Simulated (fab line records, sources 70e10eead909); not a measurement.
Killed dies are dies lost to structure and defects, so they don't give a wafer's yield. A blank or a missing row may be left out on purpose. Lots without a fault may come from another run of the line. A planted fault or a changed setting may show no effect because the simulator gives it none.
fab line records | flow nand_harc
record lots=23 wafers=69 last_day=25
route steps=1159 shown A_WL_FILL@809 A_CONTACT@860
lots that met no fault: from a run of the same line without faults
start_h: hours from the record's first day to the start of the lot's first wafer shown | wait_h: hours since the lot's step before | " the same as in the row above | L1.1+2: a row that stands for several wafers | - no value, or no start given | * or withheld: withheld | < > ~ a bound
route shown NAME@n: a module of which the file shows steps, and the number in the route of the first | usual: mean/standard deviation of fault-free wafers | same: alike in all rows | chamber/n: place in a boat | sites: the reading at each site | _std_site: their standard deviation | _edge_site: outer sites' mean less inner sites' | radius_mm: how far each site lies from the wafer's centre | mask NAME#n: copy n | behind: the tool/chamber that last shaped the wafer | hold: why the lot was held/for how many hours/how that ended | device: the transistor (n, p or np) that didn't switch | end of line: the same wafers' tests at the end of the route | a step without rows: its recipe alone | killed: dies lost to structure and defects at the first sort, not the wafer's yield | map: a wafer's dies, x killed, . not, _ none there
set.NAME: the setting as run; set.NAME@STEP: as run at that earlier step | model.NAME: the simulator's own value behind a step, which no gauge read
steps of the route over a sample of lots; a table a step, a row a wafer
services: from which hour (start_h, from the record's first day; less than 0 if before it) a tool's chamber was out of use, for how many hours, and why
## steps
# step NHARC_A_WL_FILL_ALD_00
# recipe target_thk_a=30 pulse_time_s=3 ald_cycles=30 temp_c=300 material=Al2O3
# usual heater_power_w=454/23 precursor_pulse_height_rel=1.000/0.019
# columns lot.wafer tool chamber start_h wait_h heater_power_w precursor_pulse_height_rel
L076.1 ald_hk-04 1 348.07 0.2 453 0.996
L076.6 " 1 " " 440 0.977
L076.5 " 2 " " 419 1.011
L075.1 ald_hk-04 0 348.23 0.3 474 0.974
L075.2 " 2 " " 417 1.024
L075.4 " 3 " " 461 1.027
L077.3 ald_hk-02 1 352.69 0.1 455 1.026
L077.1 " 3 " " 497 0.960
L077.6 " 2 " " 452 1.001
L079.4 ald_hk-03 2 352.70 0.1 438 1.022
L079.1 " 0 " " 482 1.000
L079.6 " 3 " " 488 1.004
L078.3 ald_hk-04 2 356.27 0.1 420 0.980
L078.4 " 0 " " 484 0.989
L078.5 " 1 " " 446 0.988
L082.3 ald_hk-02 3 373.57 0.7 471 1.019
L082.2 " 0 " " 453 0.990
L082.5 " 2 " " 459 1.006
L081.2 ald_hk-02 3 373.68 0.8 485 1.028
L081.3 " 0 " " 455 0.983
L081.4 " 1 " " 466 1.005
L080.1 ald_hk-04 3 380.36 0.1 454 1.029
L080.5 " 0 " " 460 0.988
L080.6 " 1 " " 449 1.023
L083.3 ald_hk-04 1 383.06 0.1 440 0.988
L083.2 " 3 " " 454 0.989
L083.5 " 1 " " 456 1.006
L084.4 ald_hk-03 1 383.06 0.1 443 0.995
L084.1 " 0 " " 496 0.962
L084.6 " 2 " " 445 1.027
L085.2 ald_hk-04 1 406.97 0.1 450 1.017
L085.3 " 2 " " 416 1.027
L085.6 " 2 " " 410 0.996
L087.1 ald_hk-03 1 409.83 0.1 444 1.014
L087.3 " 3 " " 495 1.019
L087.5 " 0 " " 485 1.011
L088.3 ald_hk-04 1 409.88 0.1 443 0.979
L088.6 " 2 " " 418 1.011
L088.5 " 3 " " 450 0.995
L086.1 ald_hk-04 2 417.86 0.1 423 0.971
L086.5 " 1 " " 457 1.031
L086.6 " 2 " " 416 1.001
L089.3 ald_hk-04 2 418.00 0.2 412 0.981
L089.1 " 1 " " 451 1.003
L089.6 " 2 " " 407 1.009
L090.1 ald_hk-04 0 433.87 0.1 456 0.994
L090.2 " 2 " " 414 0.993
L090.6 " 1 " " 453 0.993
L091.1 ald_hk-04 0 434.03 0.2 465 0.977
L091.4 " 1 " " 440 0.996
L091.3 " 3 " " 461 0.994
L093.4 ald_hk-04 2 434.25 0.4 422 0.984
L093.6 " 0 " " 464 1.025
L093.5 " 1 " " 438 0.988
L092.4 ald_hk-03 3 434.39 0.5 497 1.014
L092.2 " 0 " " 487 0.977
L092.5 " 3 " " 485 0.999
L094.3 ald_hk-04 0 471.22 0.1 476 1.027
L094.4 " 1 " " 447 1.003
L094.5 " 0 " " 451 0.984
L095.2 ald_hk-02 1 471.22 0.1 466 0.977
L095.1 " 2 " " 437 1.023
L095.4 " 3 " " 482 0.966
L097.1 ald_hk-03 1 474.47 0.1 450 1.010
L097.6 " 0 " " 493 0.958
L097.5 " 1 " " 439 1.004
L096.3 ald_hk-04 1 474.53 0.1 449 0.979
L096.5 " 2 " " 402 1.022
L096.6 " 3 " " 454 1.007
# step NHARC_A_CONTACT_ETCH_50
# recipe target_depth_a=847 time_s=42.4 cf4_flow_sccm=100 chf3_flow_sccm=30 ar_flow_sccm=0 rf_w=500 bias_w=200 chemistry=CF4/CHF3
# usual drypump_motor_current_A=5.6/0.33 oes_product_au=0.949/0.02 rf_fwd_power_W=493.0/2.7 rf_vpp_V=371.3/1.5 showerhead_plenum_p_Torr=1.59/0.036 throttle_valve_pct=16.801/0.0084
# columns lot.wafer tool chamber start_h wait_h drypump_motor_current_A oes_product_au rf_fwd_power_W rf_hours_counter_h rf_vpp_V showerhead_plenum_p_Torr throttle_valve_pct
L076.1 rie_diel-02 2 - - 6.1 0.982 490.8 5 369.3 1.54 16.802
L076.5 " 3 " " 5.1 0.970 492.9 - 372.8 1.61 16.793
L076.6 " 0 " " 5.5 0.959 494.5 - 371.3 1.57 16.800
L075.1 rie_diel-04 2 - - 6.1 0.929 496.3 24 371.5 1.58 16.796
L075.4 " 3 " " 5.7 0.939 490.1 26 370.4 1.56 16.806
L075.2 " 0 " " 5.6 0.900 494.2 29 371.1 1.58 16.797
L079.1 rie_diel-08 1 - - 5.7 0.961 489.8 26 372.7 1.65 16.801
L079.4 " 3 " " 6.2 0.936 492.9 30 373.2 1.62 16.791
L079.6 " 1 " " 5.7 0.946 488.0 - 372.0 1.65 16.792
L077.1 rie_diel-02 1 - - 5.5 0.923 493.5 10 372.7 1.64 16.815
L077.3 " 2 " " 6.2 0.911 493.9 7 368.8 1.54 16.787
L077.6 " 1 " " 5.5 0.917 492.2 - 373.5 1.64 16.811
L078.3 rie_diel-02 1 - - 5.5 0.954 491.5 14 373.7 1.64 16.825
L078.5 " 3 " " 5.1 0.953 491.5 - 371.9 1.61 16.808
L078.4 " 1 " " 5.5 0.949 492.3 - 372.2 1.64 16.804
L081.2 rie_diel-02 3 - - 5.1 0.967 491.9 16 372.1 1.61 16.798
L081.3 " 1 " " 5.5 0.971 492.5 15 373.1 1.64 16.805
L081.4 " 1 " " 5.5 0.966 494.1 - 371.3 1.64 16.798
L082.3 rie_diel-04 3 - - 5.7 0.985 493.0 41 370.5 1.55 16.800
L082.2 " 1 " " 5.6 0.980 493.9 40 371.8 1.61 16.800
L082.5 " 3 " " 5.8 0.969 491.6 - 368.1 1.55 16.814
L084.1 rie_diel-02 3 - - 5.1 0.952 490.9 17 371.9 1.61 16.793
L084.6 " 2 " " 6.2 0.960 489.1 - 369.8 1.54 16.783
L084.4 " 3 " " 5.1 0.946 489.2 - 372.2 1.61 16.803
L080.1 rie_diel-04 3 - - 5.7 0.937 488.9 44 369.8 1.55 16.798
L080.5 " 0 " " 5.6 0.911 494.7 - 369.8 1.58 16.796
L080.6 " 1 " " 5.6 0.921 494.5 - 373.0 1.61 16.801
L083.3 rie_diel-02 3 - - 5.1 0.974 494.6 18 370.7 1.61 16.795
L083.2 " 1 " " 5.5 0.959 492.2 18 373.0 1.63 16.794
L083.5 " 3 " " 5.1 0.976 491.9 - 370.8 1.61 16.801
L085.2 rie_diel-02 3 - - 5.1 0.973 493.6 21 370.7 1.61 16.787
L085.3 " 1 " " 5.5 0.958 492.0 20 373.3 1.63 16.795
L085.6 " 0 " " 5.5 0.973 497.7 - 370.1 1.57 16.790
L088.3 rie_diel-04 2 - - 6.1 0.930 496.8 48 369.9 1.57 16.797
L088.6 " 3 " " 5.8 0.933 490.2 - 369.8 1.55 16.806
L088.5 " 0 " " 5.5 0.913 495.2 - 371.3 1.58 16.778
L087.3 rie_diel-02 0 - - 5.5 0.946 497.9 18 370.6 1.57 16.811
L087.1 " 2 " " 6.2 0.972 493.2 17 369.5 1.54 16.810
L087.5 " 3 " " 5.2 0.966 491.7 - 371.2 1.61 16.811
L086.1 rie_diel-04 1 - - 5.6 0.931 496.6 57 371.8 1.60 16.804
L086.6 " 3 " " 5.8 0.949 489.7 - 369.3 1.55 16.800
L086.5 " 0 " " 5.6 0.918 493.7 - 371.0 1.58 16.804
L089.3 rie_diel-02 0 - - 5.5 0.963 498.0 20 370.2 1.57 16.794
L089.1 " 1 " " 5.5 0.973 490.1 23 373.2 1.63 16.792
L089.6 " 1 " " 5.5 0.978 490.6 - 372.7 1.63 16.801
L091.3 rie_diel-02 0 - - 5.5 0.970 494.3 23 370.1 1.57 16.796
L091.1 " 2 " " 6.2 0.951 492.6 21 370.0 1.53 16.795
L091.4 " 3 " " 5.1 0.960 490.4 27 373.3 1.60 16.817
L090.2 rie_diel-08 3 - - 6.2 0.927 493.3 58 373.1 1.61 16.799
L090.1 " 1 " " 5.7 0.934 489.3 58 373.8 1.64 16.797
L090.6 " 2 " " 5.5 0.934 495.0 - 372.2 1.64 16.786
L092.2 rie_diel-02 0 - - 5.4 0.939 496.1 24 369.6 1.57 16.789
L092.4 " 2 " " 6.1 0.969 489.7 22 367.0 1.53 16.803
L092.5 " 1 " " 5.5 0.949 491.6 - 374.0 1.63 16.806
L093.4 rie_diel-08 3 - - 6.2 0.938 492.8 61 372.7 1.61 16.801
L093.6 " 3 " " 6.2 0.932 493.4 - 373.9 1.61 16.819
L093.5 " 0 " " 5.2 0.937 487.8 - 369.7 1.53 16.798
L094.3 rie_diel-04 0 - - 5.6 0.966 493.4 9 369.0 1.57 16.790
L094.4 " 1 " " 5.6 0.968 493.7 8 372.5 1.60 16.798
L094.5 " 1 " " 5.6 0.966 495.8 - 371.4 1.60 16.789
L095.2 rie_diel-04 3 - - 5.7 0.973 492.3 9 370.2 1.54 16.805
L095.4 " 0 " " 5.5 0.941 494.7 11 371.0 1.57 16.809
L095.1 " 1 " " 5.7 0.955 496.6 10 372.3 1.60 16.797
L096.3 rie_diel-08 2 - - 5.5 0.951 491.7 7 372.9 1.63 16.796
L096.5 " 0 " " 5.2 0.978 488.9 - 368.8 1.53 16.815
L096.6 " 1 " " 5.7 0.960 493.3 - 371.9 1.64 16.798
L097.1 rie_diel-08 3 - - 6.2 0.913 491.4 8 370.8 1.61 16.809
L097.6 " 0 " " 5.2 0.937 487.6 - 369.9 1.53 16.792
L097.5 " 1 " " 5.7 0.924 490.8 - 373.8 1.64 16.801
# step NHARC_A_CONTACT_ETCH_51
# recipe target_depth_a=36000 over_etch_frac=0.3 time_s=936 ion_energy_ev=150 o2_flow_sccm=400 cos_flow_sccm=20 ar_flow_sccm=0 rf_w=500 bias_w=300 chemistry=O2/COS
# usual drypump_motor_current_A=5.6/0.34 oes_product_au=1.000/0.0091 rf_fwd_power_W=499.3/1.6 rf_vpp_V=314.6/1.4 showerhead_plenum_p_Torr=3.16/0.074 throttle_valve_pct=28.329/0.01
# columns lot.wafer tool chamber start_h wait_h drypump_motor_current_A oes_product_au rf_fwd_power_W rf_hours_counter_h rf_vpp_V showerhead_plenum_p_Torr throttle_valve_pct
L076.1 rie_diel-02 0 - - 5.5 0.994 501.3 8 315.0 3.12 28.331
L076.5 " 2 " " 6.1 0.985 498.8 - 312.0 3.05 28.334
L076.6 " 3 " " 5.2 1.000 501.5 - 314.4 3.19 28.324
L075.4 rie_diel-04 2 - - 6.1 1.002 503.0 24 313.7 3.13 28.321
L075.1 " 0 " " 5.6 0.981 498.8 29 312.7 3.15 28.344
L075.2 " 1 " " 5.7 0.994 499.5 27 314.9 3.20 28.343
L079.4 rie_diel-08 2 - - 5.5 1.001 500.6 24 315.9 3.26 28.320
L079.1 " 1 " " 5.7 1.012 499.4 26 316.3 3.28 28.348
L079.6 " 2 " " 5.5 1.004 500.5 - 315.4 3.26 28.335
L077.3 rie_diel-02 2 - - 6.1 0.990 503.0 7 313.8 3.05 28.333
L077.1 " 3 " " 5.1 0.997 495.8 11 315.3 3.19 28.345
L077.6 " 1 " " 5.5 0.989 499.3 - 317.3 3.25 28.330
L078.3 rie_diel-02 0 - - 5.5 0.999 498.8 13 314.8 3.12 28.329
L078.4 " 3 " " 5.1 1.011 499.9 - 313.8 3.19 28.326
L078.5 " 0 " " 5.5 0.997 497.5 - 314.9 3.12 28.328
L081.2 rie_diel-02 3 - - 5.1 0.997 499.6 16 315.7 3.19 28.339
L081.3 " 1 " " 5.5 1.002 499.3 15 315.7 3.25 28.338
L081.4 " 1 " " 5.5 1.008 499.8 - 316.5 3.25 28.334
L082.3 rie_diel-04 1 - - 5.7 1.006 500.8 40 315.1 3.19 28.335
L082.2 " 2 " " 6.1 0.989 500.0 39 314.2 3.12 28.324
L082.5 " 3 " " 5.8 1.005 499.1 - 313.1 3.08 28.336
L084.1 rie_diel-02 2 - - 6.2 1.003 497.3 12 313.2 3.05 28.334
L084.4 " 2 " " 6.2 1.003 499.0 - 312.7 3.05 28.330
L084.6 " 1 " " 5.5 0.999 499.9 - 317.3 3.25 28.326
L080.1 rie_diel-04 3 - - 5.8 1.007 498.6 44 313.2 3.08 28.344
L080.6 " 0 " " 5.6 0.991 499.3 - 313.2 3.14 28.344
L080.5 " 1 " " 5.7 1.000 501.2 - 315.3 3.19 28.319
L083.2 rie_diel-02 2 - - 6.1 1.007 497.8 13 313.8 3.05 28.315
L083.3 " 0 " " 5.5 1.003 500.2 15 316.1 3.12 28.341
L083.5 " 2 " " 6.2 0.997 496.0 - 313.1 3.05 28.317
L085.3 rie_diel-02 0 - - 5.5 0.995 499.4 17 312.8 3.11 28.316
L085.2 " 1 " " 5.5 1.003 499.8 20 315.7 3.24 28.315
L085.6 " 1 " " 5.5 0.994 500.3 - 315.0 3.24 28.319
L088.3 rie_diel-04 0 - - 5.6 0.985 500.8 54 314.7 3.13 28.339
L088.6 " 2 " " 6.1 0.998 500.7 - 314.0 3.11 28.336
L088.5 " 3 " " 5.8 1.019 499.8 - 314.9 3.07 28.312
L087.1 rie_diel-02 1 - - 5.5 0.995 499.4 21 316.7 3.24 28.320
L087.3 " 3 " " 5.1 0.989 499.6 22 315.0 3.18 28.339
L087.5 " 1 " " 5.5 0.989 497.1 - 316.1 3.24 28.322
L086.1 rie_diel-04 2 - - 6.1 1.002 497.8 56 314.0 3.11 28.329
L086.6 " 3 " " 5.8 1.012 497.8 - 312.6 3.07 28.326
L086.5 " 0 " " 5.6 0.993 499.0 - 313.9 3.13 28.325
L089.3 rie_diel-02 1 - - 5.5 1.017 499.4 23 314.7 3.24 28.333
L089.1 " 2 " " 6.2 0.993 501.5 19 312.5 3.05 28.329
L089.6 " 0 " " 5.5 0.992 496.8 - 313.5 3.11 28.329
L091.4 rie_diel-02 2 - - 6.1 1.011 498.0 21 311.7 3.04 28.326
L091.1 " 0 " " 5.5 1.000 497.6 23 315.5 3.11 28.345
L091.3 " 1 " " 5.5 1.003 501.7 26 315.8 3.24 28.321
L090.2 rie_diel-08 1 - - 5.7 1.005 497.5 58 316.0 3.26 28.336
L090.1 " 3 " " 6.2 1.021 499.8 58 316.3 3.20 28.345
L090.6 " 1 " " 5.7 1.005 498.3 - 317.1 3.26 28.349
L092.4 rie_diel-02 1 - - 5.5 1.008 497.9 27 314.8 3.24 28.356
L092.2 " 2 " " 6.1 1.000 498.9 22 312.3 3.04 28.337
L092.5 " 1 " " 5.5 1.013 497.1 - 315.8 3.24 28.326
L093.4 rie_diel-08 0 - - 5.2 1.012 496.5 64 312.2 3.04 28.324
L093.5 " 1 " " 5.7 1.003 498.1 - 315.9 3.26 28.315
L093.6 " 2 " " 5.5 1.001 498.2 - 317.7 3.25 28.334
L094.3 rie_diel-04 0 - - 5.6 0.989 501.8 9 314.9 3.12 28.313
L094.4 " 3 " " 5.7 1.005 501.2 7 312.9 3.06 28.332
L094.5 " 1 " " 5.7 0.984 499.8 - 316.0 3.17 28.332
L095.1 rie_diel-04 0 - - 5.5 0.985 499.1 11 315.8 3.12 28.314
L095.4 " 1 " " 5.7 0.984 498.5 11 314.0 3.17 28.298
L095.2 " 2 " " 6.2 0.994 499.1 9 314.1 3.10 28.328
L096.3 rie_diel-08 2 - - 5.5 0.992 499.4 7 315.4 3.24 28.333
L096.5 " 3 " " 6.1 0.994 496.6 - 315.2 3.20 28.308
L096.6 " 0 " " 5.2 1.019 498.8 - 312.7 3.03 28.324
L097.1 rie_diel-08 3 - - 6.2 1.000 499.7 9 315.6 3.20 28.328
L097.5 " 2 " " 5.5 0.997 496.8 - 314.2 3.24 28.331
L097.6 " 3 " " 6.2 0.992 496.2 - 314.0 3.20 28.321
# step NHARC_A_CONTACT_ETCH_114
# recipe source_w=withheld pressure_mtorr=20 bias_v=3000 time_s=94 target_depth_a=9220 ar_flow_sccm=withheld c4f8_flow_sccm=withheld o2_flow_sccm=withheld chemistry=C4F8/O2/Ar
# columns lot.wafer tool chamber start_h wait_h rf_hours_counter_h
L076.1 har_cap_etch-01 1 379.92 0.1 58
L076.6 " 0 " " -
L076.5 " 1 " " -
L075.2 har_cap_etch-03 1 380.91 0.1 83
L075.1 " 0 " " 83
L075.4 " 0 " " -
L079.1 har_cap_etch-02 1 386.64 0.1 13
L079.4 " 0 " " -
L079.6 " 0 " " -
L077.1 har_cap_etch-03 0 386.98 0.1 84
L077.3 " 0 " " -
L077.6 " 0 " " -
L078.4 har_cap_etch-03 1 404.57 0.1 -
L078.3 " 0 " " -
L078.5 " 1 " " -
L081.2 har_cap_etch-02 1 410.95 0.1 17
L081.4 " 0 " " -
L081.3 " 1 " " -
L082.2 har_cap_etch-01 0 412.01 0.1 63
L082.3 " 0 " " -
L082.5 " 1 " " -
L084.1 har_cap_etch-02 1 419.36 0.1 18
L084.4 " 0 " " -
L084.6 " 0 " " -
L080.1 har_cap_etch-01 1 420.37 0.1 64
L080.6 " 1 " " -
L080.5 " 0 " " -
L083.2 har_cap_etch-01 1 426.86 0.1 66
L083.3 " 1 " " -
L083.5 " 1 " " -
L085.2 har_cap_etch-02 1 440.88 0.1 23
L085.3 " 1 " " -
L085.6 " 0 " " -
L088.3 har_cap_etch-01 1 441.23 0.1 -
L088.5 " 0 " " -
L088.6 " 1 " " -
L087.1 har_cap_etch-03 0 445.28 0.1 94
L087.3 " 1 " " -
L087.5 " 0 " " -
L086.1 har_cap_etch-01 1 455.19 0.1 72
L086.5 " 0 " " -
L086.6 " 1 " " -
L089.1 har_cap_etch-03 0 455.33 0.1 97
L089.3 " 1 " " -
L089.6 " 0 " " -
L091.1 har_cap_etch-01 1 468.82 0.1 74
L091.4 " 1 " " -
L091.3 " 0 " " -
L090.2 har_cap_etch-03 0 469.64 0.1 99
L090.1 " 1 " " 99
L090.6 " 0 " " -
L092.2 har_cap_etch-02 0 472.84 0.1 28
L092.4 " 0 " " -
L092.5 " 0 " " -
L093.4 har_cap_etch-01 0 473.95 0.1 -
L093.5 " 1 " " -
L093.6 " 0 " " -
L094.3 har_cap_etch-02 1 504.47 0.1 -
L094.4 " 0 " " -
L094.5 " 1 " " -
L095.1 har_cap_etch-01 1 508.62 0.1 80
L095.2 " 0 " " 80
L095.4 " 0 " " -
L096.3 har_cap_etch-03 1 510.96 0.1 -
L096.6 " 1 " " -
L096.5 " 0 " " -
L097.1 har_cap_etch-01 0 513.94 0.1 81
L097.5 " 1 " " -
L097.6 " 0 " " -
# step NHARC_A_CONTACT_ETCH_90
# recipe target_depth_a=400 over_etch_frac=0.5 time_s=85.7 ion_energy_ev=120 ch3f_flow_sccm=50 o2_flow_sccm=30 ar_flow_sccm=200 rf_w=500 bias_w=100 chemistry=CH3F/O2
# usual drypump_motor_current_A=5.6/0.35 oes_product_au=0.96/0.036 rf_fwd_power_W=495.9/2 rf_vpp_V=244.8/1.1 showerhead_plenum_p_Torr=2.48/0.058 throttle_valve_pct=20.661/0.0093
# columns lot.wafer tool chamber start_h wait_h drypump_motor_current_A oes_product_au rf_fwd_power_W rf_hours_counter_h rf_vpp_V showerhead_plenum_p_Torr throttle_valve_pct
L076.1 rie_diel-02 1 381.37 0.5 5.5 0.92 494.2 9 246.8 2.56 20.660
L076.5 " 2 " " 6.2 0.91 496.9 - 245.0 2.40 20.655
L076.6 " 3 " " 5.1 0.92 496.1 - 243.7 2.51 20.658
L075.2 rie_diel-02 3 382.34 0.5 5.1 1.00 496.1 10 244.6 2.51 20.654
L075.4 " 0 " " 5.5 1.00 499.1 9 243.8 2.46 20.658
L075.1 " 1 " " 5.5 1.00 497.0 9 245.2 2.56 20.657
L079.1 rie_diel-02 2 388.07 0.6 6.1 0.99 495.2 8 243.9 2.40 20.663
L079.4 " 0 " " 5.5 1.00 498.2 10 244.9 2.46 20.667
L079.6 " 1 " " 5.5 1.00 495.3 - 245.9 2.56 20.660
L077.3 rie_diel-02 3 388.42 0.5 5.1 0.92 495.5 11 244.7 2.51 20.650
L077.1 " 2 " " 6.1 0.93 495.4 8 243.9 2.40 20.664
L077.6 " 3 " " 5.1 0.91 494.3 - 244.5 2.51 20.659
L078.3 rie_diel-02 1 405.98 0.4 5.5 0.93 495.6 15 246.5 2.56 20.656
L078.5 " 3 " " 5.1 0.92 495.9 - 247.0 2.51 20.669
L078.4 " 2 " " 6.1 1.00 493.5 - 243.2 2.40 20.652
L081.4 rie_diel-04 2 412.36 0.5 6.1 1.00 498.0 39 243.1 2.46 20.673
L081.2 " 3 " " 5.8 1.01 492.4 42 243.5 2.42 20.683
L081.3 " 0 " " 5.5 0.98 497.5 46 244.1 2.47 20.659
L082.2 rie_diel-02 3 413.42 0.5 5.1 0.99 495.6 16 245.0 2.51 20.676
L082.3 " 2 " " 6.1 1.00 492.8 11 244.3 2.40 20.655
L082.5 " 1 " " 5.5 0.99 493.7 - 247.1 2.56 20.679
L084.1 rie_diel-02 1 420.78 0.5 5.5 0.94 493.4 17 245.4 2.56 20.647
L084.4 " 2 " " 6.1 0.93 496.4 - 242.6 2.40 20.670
L084.6 " 3 " " 5.1 0.93 495.7 - 245.9 2.51 20.664
L080.1 rie_diel-02 1 421.81 0.6 5.5 1.00 496.2 17 244.3 2.56 20.663
L080.5 " 3 " " 5.1 0.99 494.6 - 245.3 2.51 20.676
L080.6 " 0 " " 5.4 1.00 497.9 - 245.7 2.45 20.648
L083.2 rie_diel-08 1 428.27 0.5 5.7 0.92 496.4 41 246.1 2.58 20.665
L083.3 " 0 " " 5.2 0.94 492.9 47 244.9 2.40 20.666
L083.5 " 2 " " 5.5 0.93 494.9 - 245.7 2.57 20.660
L085.3 rie_diel-02 1 442.31 0.5 5.5 0.93 494.1 21 245.2 2.56 20.655
L085.2 " 2 " " 6.1 0.93 495.9 16 243.3 2.40 20.671
L085.6 " 0 " " 5.5 0.93 499.8 - 243.2 2.45 20.668
L088.3 rie_diel-02 1 443.00 0.5 5.5 0.99 498.5 21 244.8 2.56 20.671
L088.5 " 3 " " 5.1 0.99 492.8 - 245.1 2.51 20.652
L088.6 " 0 " " 5.4 0.99 499.1 - 244.3 2.45 20.654
L087.1 rie_diel-08 1 447.07 0.6 5.7 0.92 497.5 48 245.5 2.58 20.675
L087.3 " 0 " " 5.2 0.94 493.2 53 241.9 2.39 20.670
L087.5 " 2 " " 5.5 0.93 494.5 - 245.8 2.57 20.656
L086.1 rie_diel-02 2 456.64 0.5 6.2 0.99 495.0 19 244.7 2.40 20.669
L086.6 " 3 " " 5.2 0.98 495.2 - 245.4 2.51 20.648
L086.5 " 0 " " 5.5 0.99 497.4 - 244.6 2.45 20.672
L089.3 rie_diel-02 0 456.77 0.4 5.4 0.92 496.5 21 245.5 2.45 20.660
L089.1 " 2 " " 6.2 0.92 495.9 19 242.5 2.40 20.665
L089.6 " 0 " " 5.5 0.93 499.6 - 244.9 2.45 20.678
L091.1 rie_diel-02 1 470.23 0.5 5.5 0.93 497.0 26 244.9 2.55 20.665
L091.4 " 2 " " 6.1 0.93 492.4 21 243.6 2.40 20.671
L091.3 " 0 " " 5.5 0.93 497.6 23 245.4 2.45 20.661
L090.2 rie_diel-02 3 471.06 0.5 5.2 1.01 494.8 27 245.5 2.51 20.667
L090.1 " 2 " " 6.2 1.01 494.6 22 242.0 2.40 20.658
L090.6 " 3 " " 5.1 1.01 494.2 - 244.0 2.51 20.654
L092.2 rie_diel-08 2 474.25 0.5 5.5 0.93 496.1 58 247.0 2.56 20.660
L092.4 " 0 " " 5.2 0.94 491.2 64 242.6 2.39 20.658
L092.5 " 2 " " 5.5 0.93 497.1 - 244.8 2.56 20.669
L093.4 rie_diel-02 3 475.36 0.4 5.1 0.99 497.5 28 243.5 2.51 20.666
L093.6 " 0 " " 5.5 0.99 496.6 - 244.1 2.45 20.654
L093.5 " 1 " " 5.5 1.00 494.2 - 245.3 2.55 20.657
L094.3 rie_diel-04 2 505.88 0.5 6.1 0.92 499.3 8 244.4 2.44 20.664
L094.4 " 1 " " 5.6 0.93 495.4 10 246.6 2.50 20.672
L094.5 " 3 " " 5.8 0.94 492.6 - 244.8 2.41 20.668
L095.4 rie_diel-04 0 510.04 0.4 5.5 0.91 496.9 12 244.9 2.46 20.655
L095.1 " 2 " " 6.1 0.93 499.9 10 243.1 2.44 20.678
L095.2 " 3 " " 5.8 0.93 493.0 10 243.2 2.41 20.666
L096.3 rie_diel-04 2 512.36 0.5 6.2 1.01 498.2 10 245.0 2.44 20.668
L096.6 " 1 " " 5.6 0.99 498.2 - 244.8 2.50 20.675
L096.5 " 2 " " 6.2 1.00 497.8 - 244.1 2.44 20.660
L097.1 rie_diel-02 3 515.50 0.6 5.1 1.00 494.5 0 244.5 2.50 20.663
L097.6 " 0 " " 5.5 1.00 499.5 - 244.5 2.45 20.649
L097.5 " 1 " " 5.5 1.00 498.1 - 245.6 2.55 20.673
# step NHARC_A_CONTACT_DEP_58
# recipe target_thk_a=600 target_thk_nm=60 temp_c=400 pressure_torr=3.5 flow_sccm=200 rf_w=350 material=SiON
# usual heater_power_w=752/93 rf_fwd_power_W=348.6/1.3
# columns lot.wafer tool chamber start_h wait_h heater_power_w rf_fwd_power_W
L076.1 pecvd-02 1 384.80 1.4 721 348.2
L076.6 " 2 " " 787 348.4
L076.5 " 0 " " 647 347.3
L075.1 pecvd-02 2 385.26 1.5 958 347.4
L075.2 " 1 " " 778 349.1
L075.4 " 2 " " 931 347.3
L079.1 pecvd-04 0 391.17 1.6 894 347.6
L079.4 " 0 " " 898 348.5
L079.6 " 2 " " 797 349.7
L077.3 pecvd-04 1 391.56 0.9 765 345.0
L077.1 " 0 " " 784 348.8
L077.6 " 2 " " 773 347.8
L078.3 pecvd-03 0 411.85 0.9 620 349.6
L078.4 " 1 " " 773 348.8
L078.5 " 2 " " 808 351.0
L081.3 pecvd-02 1 419.63 1.1 716 349.5
L081.2 " 2 " " 940 350.5
L081.4 " 1 " " 728 349.4
L082.3 pecvd-03 2 420.25 1.1 892 349.7
L082.2 " 0 " " 647 348.5
L082.5 " 1 " " 691 348.5
L084.1 pecvd-02 0 425.62 1.5 602 348.3
L084.6 " 1 " " 725 349.5
L084.4 " 0 " " 581 347.0
L080.1 pecvd-03 2 425.91 1.5 889 347.3
L080.5 " 2 " " 911 349.2
L080.6 " 0 " " 629 349.2
L083.3 pecvd-02 1 431.19 0.9 667 348.5
L083.2 " 2 " " 912 348.4
L083.5 " 1 " " 679 348.2
L085.3 pecvd-04 2 445.36 0.9 758 347.9
L085.2 " 0 " " 858 349.7
L085.6 " 0 " " 874 349.6
L088.3 pecvd-03 2 446.17 0.9 785 348.2
L088.6 " 2 " " 795 349.8
L088.5 " 0 " " 646 348.8
L087.1 pecvd-04 0 450.08 1.5 831 348.6
L087.3 " 2 " " 766 351.1
L087.5 " 2 " " 767 349.0
L086.1 pecvd-02 1 463.17 1.5 730 348.6
L086.5 " 0 " " 602 349.1
L086.6 " 1 " " 738 349.0
L089.3 pecvd-03 2 464.89 0.9 862 347.9
L089.1 " 0 " " 681 348.3
L089.6 " 2 " " 886 347.9
L091.3 pecvd-02 1 475.06 0.9 708 350.9
L091.1 " 2 " " 783 349.1
L091.4 " 0 " " 621 348.2
L090.2 pecvd-04 0 477.09 1.2 867 349.4
L090.1 " 1 " " 772 347.8
L090.6 " 0 " " 848 347.8
L093.6 pecvd-04 1 478.87 0.1 680 347.6
L093.4 " 2 " " 709 349.2
L093.5 " 0 " " 893 348.0
L092.2 pecvd-04 0 479.28 1.2 801 350.1
L092.5 " 1 " " 684 350.1
L092.4 " 2 " " 738 348.7
L094.3 pecvd-03 0 508.96 1.0 655 348.8
L094.5 " 2 " " 795 347.8
L094.4 " 0 " " 658 348.0
L095.2 pecvd-02 0 513.24 1.4 677 351.0
L095.1 " 1 " " 780 348.7
L095.4 " 2 " " 837 349.8
L096.3 pecvd-03 1 517.26 0.9 798 349.0
L096.6 " 1 " " 791 348.1
L096.5 " 0 " " 637 348.8
L097.1 pecvd-03 2 520.95 1.5 736 348.6
L097.5 " 0 " " 583 346.6
L097.6 " 2 " " 751 346.2
## services
# columns tool chamber start_h hours kind
pecvd-04 1 327.35 8.2 repair
rie_diel-02 - 327.83 9.0 pm
pecvd-02 - 334.24 13.0 pm
rie_diel-08 1 338.56 8.3 repair
rie_diel-02 2 351.49 19.5 repair
rie_diel-02 0 361.33 4.1 repair
pecvd-04 - 376.18 13.0 pm
rie_diel-02 2 399.59 5.1 repair
rie_diel-08 - 412.46 2.5 repair
pecvd-04 - 435.24 1.0 repair
ald_hk-02 - 458.19 10.0 pm
rie_diel-02 2 459.83 4.2 repair
pecvd-03 - 460.10 1.2 repair
rie_diel-02 1 462.89 1.5 repair
rie_diel-04 - 466.05 9.0 pm
pecvd-03 - 473.28 13.0 pm
rie_diel-02 2 475.63 6.5 repair
rie_diel-04 - 476.57 1.2 repair
rie_diel-08 - 478.86 9.0 pm
rie_diel-02 - 504.83 9.0 pm
ald_hk-03 - 506.01 10.0 pm
pecvd-04 - 509.00 0.2 repair
pecvd-02 - 515.24 13.0 pm
rie_diel-04 2 516.64 13.8 repair
## key
fault none
